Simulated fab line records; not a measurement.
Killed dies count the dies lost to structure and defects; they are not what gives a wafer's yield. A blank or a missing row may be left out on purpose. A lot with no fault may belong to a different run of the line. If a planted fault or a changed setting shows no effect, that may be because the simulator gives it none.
fab line records	flow nand-harc
record lots=6	wafers=16	last-day=33
route steps=1302 shown A_SLIT@940 A_SIN_REMOVE@947 A_WL_FILL@952
lots untouched by any fault: they come from a run of this same line in which no faults occurred
start-h: hours from the record's opening day to when the first of the lot's shown wafers began	wait-h: how many hours have passed since the lot's step before this one	" unchanged from the row above	L1.1+2: several wafers, shown together as one row	- no value, or no start was given	* or withheld: withheld	< > ~ a bound
route shown NAME@n: NAME is a module with steps in the file, n the number in the route of the first one	usual: average and standard deviation across the fault-free wafers	same: alike in all rows	chamber/n: place in a boat	sites: the reading at each site	_std_site: standard deviation of those values	_edge_site: the outer-site mean with the inner-site mean subtracted	radius-mm: for every site, how far away it sits from the centre of the wafer	mask NAME#n: copy n	behind: tool/chamber where the wafer was last shaped	hold: why the lot went on hold/how many hours it stayed there/how the hold came to an end	device: transistor that didn't switch, given as n, p or np	end of line: the tests these same wafers got at the end of their route	a step given without rows: its recipe and nothing more	killed: count of dies lost to structure and defects at first sort (not the wafer's yield)	map: a wafer's dies, x killed, . not, _ none there
set.NAME: the setting the step ran with; set.NAME@STEP: the setting that earlier step ran with	model.NAME: the simulator's own value behind a step, which no gauge read
a table for each step, a row for each wafer; lots at some steps of the route
services: from which hour (start-h, from the record's first day; less than 0 if before it) a tool's chamber was out of use, for how many hours, and why
## steps
# step NHARC_A_SLIT_ETCH_26
# recipe bias-v=400	source-w=2000	pressure-mtorr=25	time-s=90	ar-flow-sccm=375	c4f8-flow-sccm=41.7	o2-flow-sccm=83.3	target-depth-a=4000	chemistry=C4F8/O2/Ar
# usual c4f8-flow-sccm=41.69/0.12	drypump-motor-current-A=5.7/0.72	o2-flow-sccm=83.32/0.25	showerhead-plenum-p-Torr=3.74/0.12	throttle-valve-pct=27.621/0.009
lot.wafer	tool	chamber	start-h	wait-h	c4f8-flow-sccm	drypump-motor-current-A	o2-flow-sccm	rf-hours-counter-h	showerhead-plenum-p-Torr	throttle-valve-pct
L559.1	har-etch-01	0	461.27	3.1	41.78	6.7	83.57	252	3.68	27.630
L559.4	"	1	"	"	41.92	5.4	82.95	-	3.68	27.612
L559.6	"	0	"	"	41.49	6.8	83.58	-	3.68	27.596
L568.2	har-etch-02	1	568.02	2.4	41.62	6.2	83.78	99	3.92	27.614
L568.6	"	1	"	"	41.86	6.2	83.44	-	3.92	27.616
L573.2	har-etch-02	0	584.08	2.5	41.72	4.9	83.25	114	3.68	27.634
L573.6	"	1	"	"	41.70	6.2	83.21	-	3.91	27.627
L581.1	har-etch-01	1	655.26	2.5	41.67	5.3	83.37	360	3.62	27.634
L581.4	"	0	"	"	41.75	6.8	83.08	-	3.62	27.622
L581.6	"	0	"	"	41.84	6.8	83.17	-	3.62	27.624
L580.1	har-etch-02	1	655.61	3.0	41.62	6.1	83.49	156	3.89	27.618
L580.2	"	0	"	"	41.62	4.9	83.07	156	3.66	27.606
L580.4	"	1	"	"	41.66	6.1	83.05	-	3.89	27.621
L582.2	har-etch-01	0	686.85	3.0	41.51	6.8	83.54	375	3.62	27.622
L582.1	"	1	"	"	41.63	5.4	83.45	375	3.62	27.617
L582.5	"	1	"	"	41.73	5.4	83.41	-	3.62	27.633
# step NHARC_A_SLIT_STRIP_28
# recipe o2-flow-sccm=400	cos-flow-sccm=20	ar-flow-sccm=0	bias-w=0	chemistry=O2/COS
# step NHARC_A_SLIT_ETCH_29
# recipe target-depth-a=1000	overetch-a=100	time-s=55	ion-energy-ev=100	cf4-flow-sccm=80	o2-flow-sccm=20	ar-flow-sccm=0	rf-w=300	bias-w=100	chemistry=CF4/O2
# usual drypump-motor-current-A=5.8/0.5	o2-flow-sccm=19.99/0.056	oes_f_703_au=1.000/0.0045	oes-product-au=0.998/0.014	rf-vpp-V=197.8/1.2	showerhead-plenum-p-Torr=1.33/0.048	throttle-valve-pct=13.397/0.0091
lot.wafer	tool	chamber	start-h	wait-h	drypump-motor-current-A	o2-flow-sccm	oes_f_703_au	oes-product-au	rf-hours-counter-h	rf-vpp-V	showerhead-plenum-p-Torr	throttle-valve-pct
L559.1	rie-diel-08	0	462.15	0.1	5.3	20.01	0.992	1.010	5.0	195.6	1.27	13.394
L559.4	"	2	"	"	5.0	19.90	1.002	1.022	5.9	198.2	1.30	13.396
L559.6	"	1	"	"	5.2	20.01	0.997	0.983	-	200.5	1.41	13.401
L568.2	rie-diel-04	3	568.89	0.1	5.4	20.01	0.998	0.984	1.3	198.0	1.33	13.384
L568.6	"	0	"	"	5.8	20.00	0.991	0.965	-	198.5	1.36	13.392
L573.2	rie-diel-08	2	584.95	0.1	4.9	20.02	1.002	1.014	2.1	197.1	1.30	13.413
L573.6	"	0	"	"	5.3	19.93	0.988	0.997	-	197.8	1.27	13.398
L581.1	rie-diel-04	1	656.11	0.1	6.3	20.05	1.000	0.993	7.3	198.4	1.34	13.397
L581.4	"	3	"	"	5.4	19.98	1.005	1.002	6.2	197.1	1.33	13.383
L581.6	"	1	"	"	6.2	20.05	0.997	0.989	-	197.4	1.34	13.382
L580.4	rie-diel-08	0	656.49	0.1	5.3	19.95	1.005	1.011	6.9	196.9	1.27	13.413
L580.2	"	2	"	"	4.9	19.96	0.999	1.008	5.9	197.6	1.30	13.400
L580.1	"	3	"	"	6.5	20.00	1.003	1.011	6.4	198.3	1.31	13.400
L582.2	rie-diel-07	3	687.75	0.1	6.1	19.94	0.999	1.002	1.7	195.7	1.24	13.388
L582.1	"	2	"	"	6.2	19.95	1.002	0.993	1.7	198.9	1.34	13.399
L582.5	"	3	"	"	6.1	19.89	1.000	1.003	-	196.4	1.24	13.390
# step NHARC_A_SLIT_STRIP_18
# recipe o2-flow-sccm=500	ar-flow-sccm=0	bias-w=0	chemistry=O2
# usual drypump-motor-current-A=5.8/0.52	o2-flow-sccm=500.2/1.6	oes-product-au=0.998/0.014	rf-vpp-V=57.8/0.86	showerhead-plenum-p-Torr=3.52/0.12	throttle-valve-pct=17.037/0.0094
lot.wafer	tool	chamber	start-h	wait-h	drypump-motor-current-A	o2-flow-sccm	oes-product-au	rf-hours-counter-h	rf-vpp-V	showerhead-plenum-p-Torr	throttle-valve-pct
L559.1	rie-diel-08	3	-	-	6.5	496.9	1.009	5.3	57.3	3.48	17.049
L559.4	"	0	"	"	5.4	498.3	1.016	5.0	58.1	3.37	17.032
L559.6	"	1	"	"	5.2	502.9	0.979	-	58.3	3.72	17.038
L568.2	rie-diel-04	0	-	-	5.8	500.5	0.977	1.3	58.0	3.60	17.057
L568.6	"	1	"	"	6.3	505.1	0.969	-	58.4	3.54	17.041
L573.2	rie-diel-08	2	-	-	4.9	500.2	1.012	2.2	58.4	3.43	17.038
L573.6	"	3	"	"	6.5	499.8	1.019	-	56.8	3.47	17.029
L581.4	rie-diel-04	2	-	-	6.2	502.2	1.013	7.5	57.2	3.41	17.026
L581.1	"	0	"	"	5.8	503.0	0.953	6.0	57.5	3.60	17.035
L581.6	"	2	"	"	6.2	499.0	1.014	-	57.5	3.41	17.027
L580.2	rie-diel-08	2	-	-	4.9	501.3	1.008	5.9	58.4	3.43	17.037
L580.1	"	3	"	"	6.6	500.1	1.004	6.4	57.7	3.47	17.042
L580.4	"	1	"	"	5.2	499.0	1.004	6.5	56.9	3.71	17.027
L582.1	rie-diel-07	3	-	-	6.1	500.7	1.009	1.7	58.0	3.29	17.018
L582.2	"	2	"	"	6.3	500.8	0.992	1.8	58.8	3.55	17.033
L582.5	"	2	"	"	6.3	502.2	0.998	-	57.1	3.55	17.030
# step NHARC_A_SLIT_PRECLEAN_19
# recipe time-s=*	temp-c=50	bath-age-min=0	chemistry=SC1
# step NHARC_A_SLIT_SRD_20
# step NHARC_A_SLIT_CD_MEAS_21
# usual cd-nm=289.4/1
lot.wafer	tool	chamber	start-h	wait-h	cd-nm
L559.1	cd-sem-02	-	462.68	-	288.5
L559.4	"	-	"	"	289.0
L559.6	"	-	"	"	289.9
L568.2	cd-sem-02	-	569.41	-	290.6
L568.6	"	-	"	"	289.5
L573.2	cd-sem-02	-	585.48	-	288.8
L573.6	"	-	"	"	289.9
L581.1	cd-sem-03	-	656.65	-	290.1
L581.4	"	-	"	"	290.0
L581.6	"	-	"	"	288.6
L580.1	cd-sem-03	-	657.03	-	290.7
L580.2	"	-	"	"	289.3
L580.4	"	-	"	"	290.0
L582.1	cd-sem-02	-	688.35	-	290.9
L582.2	"	-	"	"	289.0
L582.5	"	-	"	"	289.5
# step NHARC_A_SIN_REMOVE_WET_00
# recipe temp-c=160	time-s=15300	chemistry=H3PO4
# step NHARC_A_SIN_REMOVE_PRECLEAN_01
# recipe time-s=*	temp-c=50	bath-age-min=0	chemistry=SC1
# step NHARC_A_SIN_REMOVE_SRD_02
# step NHARC_A_SIN_REMOVE_INSPECT_04
# usual raw-defect-count=383/78
lot.wafer	tool	chamber	start-h	wait-h	raw-defect-count
L559.1	defect-inspect-02	-	469.32	0.0	405
L559.4	"	-	"	"	288
L559.6	"	-	"	"	522
L568.2	defect-inspect-02	-	576.00	0.0	407
L568.6	"	-	"	"	309
L573.2	defect-inspect-02	-	592.19	0.0	316
L573.6	"	-	"	"	474
L581.1	defect-inspect-01	-	663.23	0.0	368
L581.4	"	-	"	"	525
L581.6	"	-	"	"	380
L580.1	defect-inspect-02	-	663.23	0.0	340
L580.2	"	-	"	"	407
L580.4	"	-	"	"	262
L582.1	defect-inspect-02	-	694.98	0.0	364
L582.2	"	-	"	"	449
L582.5	"	-	"	"	398
# step NHARC_A_WL_FILL_ALD_00
# recipe target-thk-a=30	pulse-time-s=3	ald-cycles=30	temp-c=300	material=Al2O3
# usual ald-cycles=30/0	heater-power-w=465/37	precursor-pulse-height-rel=1.000/0.02
lot.wafer	tool	chamber	start-h	wait-h	ald-cycles	heater-power-w	precursor-pulse-height-rel
L559.4	ald-hk-03	2	469.44	0.1	30	420	0.984
L559.1	"	3	"	"	30	500	0.994
L559.6	"	2	"	"	30	414	1.016
L568.2	ald-hk-04	0	576.15	0.1	30	475	1.003
L568.6	"	1	"	"	40	456	0.990
L573.2	ald-hk-04	3	592.34	0.1	30	455	0.960
L573.6	"	0	"	"	40	480	0.971
L580.2	ald-hk-03	0	663.30	0.1	30	491	0.974
L580.4	"	2	"	"	30	409	0.989
L580.1	"	3	"	"	30	526	1.016
L581.4	ald-hk-04	2	663.30	0.1	30	545	1.017
L581.1	"	0	"	"	30	482	0.991
L581.6	"	2	"	"	30	551	0.998
L582.2	ald-hk-03	0	695.04	0.1	30	483	1.019
L582.1	"	1	"	"	30	429	0.993
L582.5	"	0	"	"	30	477	1.010
# step NHARC_A_WL_FILL_RTA_01
# recipe temp-c=1000	time-s=5
# usual lamp-power-pct=28/3.2	lamp_zone_4_pct=28/3.2	wafer_temp_C_max=1005.1/1.8
lot.wafer	tool	chamber	start-h	wait-h	lamp-power-pct	lamp_zone_4_pct	wafer_temp_C_max
L559.1	rtp-anneal-01	0	469.68	-	25	25	1003.3
L559.4	"	0	"	"	25	25	1005.1
L559.6	"	0	"	"	25	25	1004.3
L568.2	rtp-anneal-01	0	576.36	-	25	25	1004.2
L568.6	"	0	"	"	25	25	1004.2
L573.2	rtp-anneal-01	0	592.56	-	25	25	1004.5
L573.6	"	0	"	"	25	25	1003.5
L581.1	rtp-anneal-02	0	663.56	-	32	32	1006.1
L581.4	"	0	"	"	32	32	1005.2
L581.6	"	0	"	"	32	32	1006.4
L580.1	rtp-anneal-01	0	663.67	-	25	25	1004.5
L580.2	"	0	"	"	25	25	1003.5
L580.4	"	0	"	"	25	25	1002.7
L582.1	rtp-anneal-01	0	695.30	-	25	25	1002.9
L582.2	"	0	"	"	25	25	1004.9
L582.5	"	0	"	"	25	26	1003.4
## services
tool	chamber	start-h	hours	kind
ald-hk-04	-	438.58	10.0	pm
rie-diel-08	1	439.52	2.3	repair
rie-diel-08	0	450.36	-	clean
rie-diel-08	1	450.36	-	clean
rie-diel-08	2	450.36	-	clean
rie-diel-08	3	450.36	-	clean
har-etch-02	-	463.57	2.1	repair
rie-diel-07	-	471.20	9.0	pm
rie-diel-08	0	475.00	-	clean
rie-diel-08	1	496.88	5.6	repair
ald-hk-03	-	505.79	0.3	repair
rie-diel-04	3	528.86	2.1	repair
rie-diel-04	-	532.47	9.0	pm
rie-diel-07	0	540.99	22.8	repair
rie-diel-08	-	544.86	9.0	pm
rie-diel-04	0	550.69	6.5	repair
ald-hk-03	-	571.75	10.0	pm
rie-diel-07	3	605.42	1.2	repair
ald-hk-04	-	617.21	10.0	pm
rie-diel-07	3	640.16	6.0	repair
rie-diel-07	-	648.20	9.0	pm
rie-diel-04	0	662.21	1.2	repair
rie-diel-07	1	687.52	5.9	repair
rie-diel-08	-	693.22	1.1	repair
## key
first-sign step=NHARC_A_WL_FILL_ALD_00	reading=ald-cycles	direction=up	sigmas=99+	usual=30	struck=40
effect none on later readings
met-at NHARC_A_WL_FILL_ALD_00
struck-wafers L568.6,L573.6
sort-left-out L568.6,L573.6
tester-left-out L568,L573
fault kind=process-parameter-drift	tool=ald-hk-04	chamber=-	onset-h=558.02	steps=NHARC_A_WL_FILL_ALD_00	channel=ald-cycles	offset=10	shape=step	end-h=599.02	scope=struck-wafers-only	acts-in=these-recipes-only	stated=30
# tester-left-out: of these lots the tester's yield and bins aren't shown, on N5 and GAA mostly nor the transistor test; their killed dies are dies lost to structure and defects alone, not to doping, threshold or leakage, so they don't give the yield
# sort-left-out: the simulated sort isn't trusted on such a fault, so these wafers' sort isn't shown, and their yield isn't known
